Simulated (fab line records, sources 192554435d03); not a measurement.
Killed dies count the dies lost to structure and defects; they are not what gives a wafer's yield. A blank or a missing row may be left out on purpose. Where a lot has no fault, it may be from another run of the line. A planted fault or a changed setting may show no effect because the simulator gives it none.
The tool behind it: which one? | flow n5-finfet | at 1 step of a route of 1938, 11 lots with 32 wafers sampled

== WHAT THE GAUGES SHOWED, per wafer ==
N5_FIN_CUT_OVL_MEAS_09.
lot  | measured    | on         | FIN_CUT_OVL (nm)
L908 | day 2 09:44 | overlay-01 | -1.1 -1.2 -0.7
L909 | day 2 13:58 | overlay-01 | -1.7 0.3 0.6
L911 | day 3 05:10 | overlay-02 | 0.8 0.8 1.8
L912 | day 3 08:21 | overlay-02 | 0.5 -0.5 -0.7
L917 | day 4 14:37 | overlay-01 | 0.3 0.6 -0.1
L919 | day 5 06:23 | overlay-02 | -1.2 -0.5 -1.0
L920 | day 5 09:36 | overlay-01 | -0.2 -1.3 -0.4
L921 | day 5 14:39 | overlay-01 | -0.3 -0.8 -0.4
L922 | day 5 20:56 | overlay-02 | -0.3 -0.2 -0.5
L923 | day 6 08:28 | overlay-01 | -0.4 -1.0 -0.7
L925 | day 6 22:55 | overlay-01 | -1.4 -0.3

== EACH LOT AND THE TOOL THAT RAN IT (in order: tool; ch and the chambers of the sampled wafers; start) ==
The record holds no process step before these readings.

== THE ANSWER, worked out from the rows above alone ==
Rule: the lots themselves supply what counts as usual. Put in order of their means at a reading, lots are off if they are a third of the lots or fewer, leave a main group of 4 or more, and stand apart from it by a gap of 3 or more times the standard deviation of the main group's means; of several such gaps the widest counts. The tables above print the reading to a certain number of digits; a main group whose means all agree to those digits is not used. Also off: a lot with no number at a reading for which 4 or more lots have one. Any other lot the step has rows for is counted as sound.
No lot is off at any reading shown: from this, nothing can be told.

== WHAT THE SIMULATOR PUT IN ==
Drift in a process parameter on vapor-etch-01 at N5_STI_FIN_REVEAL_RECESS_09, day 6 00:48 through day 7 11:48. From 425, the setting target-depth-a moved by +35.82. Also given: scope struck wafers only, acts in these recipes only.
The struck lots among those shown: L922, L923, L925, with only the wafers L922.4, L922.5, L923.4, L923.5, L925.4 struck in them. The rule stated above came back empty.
